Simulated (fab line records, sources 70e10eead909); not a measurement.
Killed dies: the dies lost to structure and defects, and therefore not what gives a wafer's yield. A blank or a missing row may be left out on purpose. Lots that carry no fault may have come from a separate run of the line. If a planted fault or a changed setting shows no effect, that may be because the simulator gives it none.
Which tool is to blame? | flow nandHarc | Sampling: 12 lots, 36 wafers, 6 of 1302 route steps

== WHAT THE GAUGES READ, wafer by wafer ==
NHARC_A_M1_INSPECT_11. Usual: rawDefectCount 93, standard deviation 36.
lot  | measured     | on               | rawDefectCount | flag
L315 | day 22 00:22 | defectInspect-02 | 98 113 82      | 
L316 | day 22 07:22 | defectInspect-01 | 73 84 72       | 
L317 | day 22 22:53 | defectInspect-01 | 106 100 83     | 
L322 | day 25 10:16 | defectInspect-02 | 131 132 1009   | OFF
L325 | day 26 07:17 | defectInspect-01 | 121 965 107    | OFF
L328 | day 27 05:10 | defectInspect-01 | 129 136 104    | 
L330 | day 27 13:08 | defectInspect-02 | 162 144 161    | 
L331 | day 27 19:53 | defectInspect-02 | 27 34 36       | 
L332 | day 29 06:14 | defectInspect-01 | 107 95 114     | 
L335 | day 30 08:42 | defectInspect-02 | 158 180 160    | 
L337 | day 30 22:43 | defectInspect-01 | 46 55 48       | 
L338 | day 31 08:52 | defectInspect-01 | 113 117 83     | 

NHARC_END_SORT_01. Usual: for defectLimitedYield, 90.1 % with a standard deviation of 2.5; for killedAtArray, 62 with a standard deviation of 18; for killedAtOther, 0.9 with a standard deviation of 1.2; for killedAtPeriphery, 4.2 with a standard deviation of 2.9; for killedDies, 67 with a standard deviation of 17; for killedOpen, 3.6 with a standard deviation of 1.9; for killedShort, 2.5 with a standard deviation of 1.6.
lot  | measured     | on        | defectLimitedYield (%) | killedAtArray | killedAtOther | killedAtPeriphery | killedDies | killedOpen | killedShort | flag
L322 | day 27 00:48 | prober-02 | 87.6 86.1 72.7         | 80 93 181     | 0 0 0         | 4 1 4             | 84 94 185  | 2 3 6      | 2 0 4       | OFF
L325 | day 27 23:34 | prober-02 | 89.2 74.0 89.1         | 72 175 73     | 0 0 0         | 1 1 1             | 73 176 74  | 4 1 3      | 1 5 2       | 

== WHICH TOOL RAN EACH LOT (tool, then ch and the chambers of the sampled wafers, then the start) ==
lot  | NHARC_A_M0_CMP_23             | NHARC_A_M1_DEP_00               | NHARC_A_M1_DESCUM_14              | NHARC_A_M1_ETCH_35
L315 | cmp-03 ch 0,1,2, day 21 22:30 | pecvd-02 ch 0,2, day 21 23:32   | rieDiel-11 ch 2,3, day 22 00:26   | rieDiel-11 ch 0,1, day 22 00:31
L316 | cmp-04 ch 0,2,3, day 22 05:27 | pecvd-02 ch 0,2, day 22 06:27   | rieDiel-11 ch 1,2, day 22 07:25   | rieDiel-11 ch 2,3, day 22 07:31
L317 | cmp-03 ch 0,3, day 22 20:52   | pecvd-04 ch 0,1, day 22 21:55   | rieDiel-11 ch 0,1, day 22 22:56   | rieDiel-11 ch 2,3, day 22 23:02
L322 | cmp-03 ch 0,2,3, day 25 08:19 | pecvd-04 ch 0,1,2, day 25 09:24 | rieDiel-10 ch 0,3, day 25 10:20   | rieDiel-10 ch 1,2,3, day 25 10:25
L325 | cmp-03 ch 0,1,3, day 26 05:26 | pecvd-04 ch 1,2, day 26 06:27   | rieDiel-10 ch 1,2,3, day 26 07:22 | rieDiel-10 ch 0,1,3, day 26 07:26
L328 | cmp-04 ch 0,1,3, day 27 03:17 | pecvd-01 ch 0,1,2, day 27 04:19 | rieDiel-10 ch 0,1,2, day 27 05:13 | rieDiel-10 ch 0,2,3, day 27 05:19
L330 | cmp-03 ch 0,1, day 27 11:08   | pecvd-02 ch 1,2, day 27 12:16   | rieDiel-06 ch 1,3, day 27 13:13   | rieDiel-11 ch 0,2, day 27 13:19
L331 | cmp-01 ch 0,1, day 27 18:02   | pecvd-01 ch 0,1, day 27 19:09   | rieDiel-11 ch 1,2,3, day 27 19:57 | rieDiel-11 ch 1,2, day 27 20:02
L332 | cmp-01 ch 0,2,3, day 29 04:14 | pecvd-02 ch 1,2, day 29 05:24   | rieDiel-06 ch 0,1,2, day 29 06:19 | rieDiel-06 ch 1,2, day 29 06:23
L335 | cmp-01 ch 1,2, day 30 06:44   | pecvd-01 ch 0,1,2, day 30 07:53 | rieDiel-11 ch 1,2,3, day 30 08:47 | rieDiel-11 ch 0,1,3, day 30 08:52
L337 | cmp-03 ch 0,2,3, day 30 20:40 | pecvd-02 ch 0,1,2, day 30 21:48 | rieDiel-06 ch 0,2,3, day 30 22:46 | rieDiel-06 ch 0,1,3, day 30 22:51
L338 | cmp-04 ch 0,2,3, day 31 06:53 | pecvd-01 ch 0,1,2, day 31 07:55 | rieDiel-10 ch 0,1,3, day 31 08:56 | rieDiel-10 ch 0,1,3, day 31 09:02
- NHARC_A_M0_CMP_23: polishes, t overpolish 20 s, target thk 113.75 nm.
- NHARC_A_M1_DEP_00: deposits SiOC, target thk 182.5 nm.
- NHARC_A_M1_DESCUM_14: chemistry O2, time 3 s.
- NHARC_A_M1_ETCH_35: etches the open film in N2/H2, target depth 40 nm, overetch 12 nm, time 43.94 s.

== AS READ BY THE TOOLS THEMSELVES (means over the sampled wafers that have a number; for cases with no such wafer, the mark the record gives instead) ==
NHARC_A_M0_CMP_23. Usual: motorCurrentA 11.9 A, standard deviation 1.3; timeToEndpointS 28.0 s, standard deviation 2.9.
lot  | tool   | motorCurrentA (A) | timeToEndpointS (s) | flag
L315 | cmp-03 | 11.5              | 30.1                | 
L316 | cmp-04 | 12.1              | 23.7                | 
L317 | cmp-03 | 11.7              | 27.5                | 
L322 | cmp-03 | 11.9              | 31.0                | 
L325 | cmp-03 | 11.6              | 30.7                | 
L328 | cmp-04 | 12.9              | 25.9                | 
L330 | cmp-03 | 11.2              | 28.2                | 
L331 | cmp-01 | 11.3              | 29.6                | 
L332 | cmp-01 | 11.7              | 30.2                | 
L335 | cmp-01 | 11.0              | 28.7                | 
L337 | cmp-03 | 12.0              | 27.6                | 
L338 | cmp-04 | 12.0              | 27.2                | 

NHARC_A_M1_DESCUM_14. Usual: drypumpMotorCurrentA 5.5 A, standard deviation 0.59; oesProductAu 0.999 a.u., standard deviation 0.0094; rfVppV 57.7 V, standard deviation 0.83; showerheadPlenumPTorr 1.89 Torr, standard deviation 0.091; throttleValvePct 11.312 %, standard deviation 0.0088.
lot  | tool       | drypumpMotorCurrentA (A) | oesProductAu (a.u.) | rfVppV (V) | showerheadPlenumPTorr (Torr) | throttleValvePct (%) | flag
L315 | rieDiel-11 | 4.7                      | 0.991               | 57.4       | 1.78                         | 11.314               | 
L316 | rieDiel-11 | 5.4                      | 1.015               | 58.0       | 1.91                         | 11.315               | 
L317 | rieDiel-11 | 5.7                      | 1.001               | 58.2       | 1.99                         | 11.317               | 
L322 | rieDiel-10 | 6.3                      | 0.994               | 57.0       | 1.91                         | 11.316               | 
L325 | rieDiel-10 | 6.0                      | 1.002               | 57.6       | 1.91                         | 11.317               | 
L328 | rieDiel-10 | 6.1                      | 1.000               | 57.7       | 1.90                         | 11.309               | 
L330 | rieDiel-06 | 5.4                      | 0.991               | 57.6       | 1.84                         | 11.315               | 
L331 | rieDiel-11 | 5.1                      | 1.001               | 57.9       | 1.84                         | 11.312               | 
L332 | rieDiel-06 | 5.7                      | 1.002               | 58.4       | 1.92                         | 11.310               | 
L335 | rieDiel-11 | 5.1                      | 0.993               | 57.4       | 1.84                         | 11.305               | 
L337 | rieDiel-06 | 5.5                      | 1.004               | 57.5       | 1.89                         | 11.313               | 
L338 | rieDiel-10 | 6.4                      | 1.000               | 57.3       | 1.93                         | 11.314               | 

NHARC_A_M1_ETCH_35. Usual: drypumpMotorCurrentA 5.5 A, standard deviation 0.58; oesProductAu 0.997 a.u., standard deviation 0.0094; rfVppV 429.6 V, standard deviation 2.8; showerheadPlenumPTorr 2.01 Torr, standard deviation 0.1; throttleValvePct 14.171 %, standard deviation 0.0088.
lot  | tool       | drypumpMotorCurrentA (A) | oesProductAu (a.u.) | rfVppV (V) | showerheadPlenumPTorr (Torr) | throttleValvePct (%) | flag
L315 | rieDiel-11 | 5.5                      | 1.003               | 432.9      | 2.15                         | 14.165               | 
L316 | rieDiel-11 | 4.7                      | 0.989               | 427.4      | 1.90                         | 14.168               | 
L317 | rieDiel-11 | 4.7                      | 0.986               | 425.6      | 1.90                         | 14.168               | 
L322 | rieDiel-10 | 6.0                      | 0.998               | 428.9      | 2.04                         | 14.173               | 
L325 | rieDiel-10 | 6.4                      | 0.997               | 431.1      | 2.06                         | 14.160               | 
L328 | rieDiel-10 | 6.0                      | 0.999               | 430.0      | 2.00                         | 14.183               | 
L330 | rieDiel-11 | 4.9                      | 0.999               | 429.6      | 1.99                         | 14.173               | 
L331 | rieDiel-11 | 5.1                      | 0.997               | 427.4      | 1.97                         | 14.173               | 
L332 | rieDiel-06 | 5.8                      | 0.997               | 432.0      | 2.11                         | 14.171               | 
L335 | rieDiel-11 | 5.3                      | 0.995               | 430.1      | 2.05                         | 14.179               | 
L337 | rieDiel-06 | 5.5                      | 0.999               | 428.4      | 1.97                         | 14.161               | 
L338 | rieDiel-10 | 6.4                      | 0.992               | 431.7      | 2.06                         | 14.169               | 

== THE ANSWER, worked out from the rows above alone ==
Rule: a lot counts as off when the mean over its wafers that have a number is more than 3 standard deviations away from the usual mean. Also off: a lot with no number at a reading for which 4 or more lots have one. Any other lot the step has rows for is counted as sound. The gauges are gone through in route order, then the tools' own readings, and for those a lot's mean is taken as printed above. The first step at which some lot is off is used, and at that step the reading that is off furthest; a lot without a number counts as furthest.
Off: L322, L325 (NHARC_A_M1_INSPECT_11, rawDefectCount).
If a tool, at a process step before that reading, ran all the lots that are off and no sound lot after the first of them, it fits. Those tools and the gauges at NHARC_A_M1_INSPECT_11 are tried in the same way. One fits: pecvd-04 at NHARC_A_M1_DEP_00. A fault onset in the window from L317 (day 22 21:55, its last sound lot) to L322 (day 25 09:24, its first lot off) fits.

== WHAT HAD BEEN PUT IN BY THE SIMULATOR ==
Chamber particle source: pecvd-04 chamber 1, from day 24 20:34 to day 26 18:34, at NHARC_A_M1_DEP_00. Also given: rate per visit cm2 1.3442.
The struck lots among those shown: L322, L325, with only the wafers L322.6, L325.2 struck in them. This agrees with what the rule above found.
